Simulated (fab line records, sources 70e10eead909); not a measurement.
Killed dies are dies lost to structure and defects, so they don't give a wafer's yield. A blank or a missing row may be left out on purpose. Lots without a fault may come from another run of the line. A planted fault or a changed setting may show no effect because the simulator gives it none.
A struck lot beside a sound one | flow nand_harc | 14 steps out of a route of 1159
Sound: wafers L671.2, L671.3, L671.6. Struck: wafer L682.2. (L682.3, L682.5 of the same lot were not struck and are left out.) The cause comes at the end.
At each step with rows: each side's tool, then ch and its chambers, then its first start. Under that, the readings that differ: sound wafers | struck wafers | difference of the means | sigmas: that difference in standard deviations of wafers without a fault.
alike: readings whose means differ by less than 2 such deviations, and words and numbers that are the same on both sides. not compared: withheld readings, readings that some wafer has no value for, bounds like >300 that may hide the same value, and numbers for which the record gives no deviation and whose values overlap.
The two part at a step that has a row with sigmas, a row that says differs or no value, or rows on one side only. Numbers that don't overlap but have no deviation are shown without sigmas and don't part them. A reading that every wafer of one side lacks parts them only if that side has two wafers or more.

NHARC_A_SOURCE_PLATE_THK_MEAS_06: measures by ellipsometry.
  sound on film_metro-02, day 8 14:59; struck on film_metro-02, day 11 09:49
  reading     | sound             | struck | difference | sigmas
  thk_nm (nm) | 202.7 200.4 200.4 | 196.4  | -4.8       | -2
NHARC_A_SOURCE_PLATE_INSPECT_08:
  sound on defect_inspect-01, day 8 15:02; struck on defect_inspect-02, day 11 09:53
  alike: raw_defect_count
then, 1 step without rows for these wafers: NHARC_A_ONON_D1_DEP_00 (target thk 1000 nm).
NHARC_A_ONON_D1_THK_MEAS_02: measures by ellipsometry.
  sound on film_metro-01, day 8 15:44; struck on film_metro-01, day 11 10:28
  alike: thk_nm
then, 1 step without rows for these wafers: NHARC_A_ONON_D1_DEP_03 (target thk 1000 nm).
NHARC_A_ONON_D1_THK_MEAS_05: measures by ellipsometry.
  sound on film_metro-02, day 8 16:17; struck on film_metro-01, day 11 11:01
  alike: thk_nm
then, 1 step without rows for these wafers: NHARC_A_ONON_D1_DEP_06 (target thk 1000 nm).
NHARC_A_ONON_D1_THK_MEAS_08: measures by ellipsometry.
  sound on film_metro-02, day 8 16:52; struck on film_metro-02, day 11 11:35
  alike: thk_nm
then, 1 step without rows for these wafers: NHARC_A_ONON_D1_DEP_09 (target thk 1000 nm).
NHARC_A_ONON_D1_THK_MEAS_11: measures by ellipsometry.
  sound on film_metro-02, day 8 17:26; struck on film_metro-02, day 11 12:10
  alike: thk_nm
NHARC_A_ONON_D1_DEP_12: target thk 1000 nm.
  sound on pecvd_onon-03 ch 0, day 8 17:32; struck on pecvd_onon-03 ch 0, day 11 12:16
NHARC_A_ONON_D1_THK_MEAS_14: measures by ellipsometry.
  sound on film_metro-02, day 8 18:00; struck on film_metro-02, day 11 12:44
  reading     | sound          | struck | difference | sigmas
  thk_nm (nm) | 1014 1015 1016 | 1321   | +306       | +26
then, 1 step without rows for these wafers: NHARC_A_ONON_D1_ANNEAL_15 (time 3600 s).
-- the record jumps here: 12 days lie between the struck wafers' starts before and after (it left off in module A_ONON_D1 and takes up again in module END, whose first step shown is number 1159 of the route) --
NHARC_END_SORT_01:
  sound on prober-02 ch 0, day 20 21:25; struck on prober-02 ch 0, day 23 23:13
  reading         | sound    | struck | difference | sigmas
  killed_at_array | 29 37 45 | 677    | +640       | +58
  killed_dies     | 32 38 49 | 677    | +637       | +53
  alike: killed_at_other, killed_at_periphery, killed_open, killed_short

WHERE THEY PART
First at NHARC_A_SOURCE_PLATE_THK_MEAS_06; last, within this record, at NHARC_END_SORT_01.

WHY: what the simulator had put in
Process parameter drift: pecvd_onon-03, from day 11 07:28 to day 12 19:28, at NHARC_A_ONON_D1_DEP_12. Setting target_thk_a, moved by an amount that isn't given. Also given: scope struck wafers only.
